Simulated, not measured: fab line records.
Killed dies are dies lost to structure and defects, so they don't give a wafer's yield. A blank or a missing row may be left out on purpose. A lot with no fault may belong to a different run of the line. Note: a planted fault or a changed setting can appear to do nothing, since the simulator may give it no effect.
Matching of chambers    flow nandHarc    pecvd-01 running NHARC_A_CHANNEL_HOLE_D1_DEP_01: 3 sister chambers
The step deposits SiON, target thk 140 nm. 6 wafers are shown with their chamber, then 7 later ones without.

EACH WAFER AND ITS CHAMBER
wafer   chamber  heaterPowerW (W)
L495.6  2        662
L501.1  1        754
L501.5  1        765
L501.6  0        694
L502.2  2        719
L502.3  0        609

WAFERS WITH NO CHAMBER GIVEN
wafer   heaterPowerW (W)
L502.5  611
L505.4  676
L505.5  672
L505.6  678
L515.1  738
L515.2  786
L515.4  731

CHAMBER TAKEN BY EACH
wafer   from the rows above           in truth
L502.5  can't be placed: 0 or 2       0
L505.4  can't be placed: 2 or 0 or 1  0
L505.5  can't be placed: 2 or 0 or 1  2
L505.6  can't be placed: 2 or 0 or 1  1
L515.1  can't be placed: 1 or 2 or 0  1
L515.2  can't be placed: 1 or 2       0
L515.4  can't be placed: 1 or 2 or 0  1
Correctly placed: 0 of 7. Cannot be placed on the basis of these rows: 7; the candidates contain the true chamber in 6. 0 placed wrongly.
How it was worked out, from the rows above alone: a wafer's distance from a chamber is the root of the sum, over the readings, of the square of ((its reading less the chamber's mean) divided by the reading's scatter). If the next closest chamber is less than 2 further off than the closest, the wafer can't be placed; otherwise it belongs to the closest. Each chamber's mean is taken over the wafers shown for it. The scatter: the root of (the sum of the squares of (reading less its chamber's mean) over the shown wafers, divided by (wafers less chambers)).
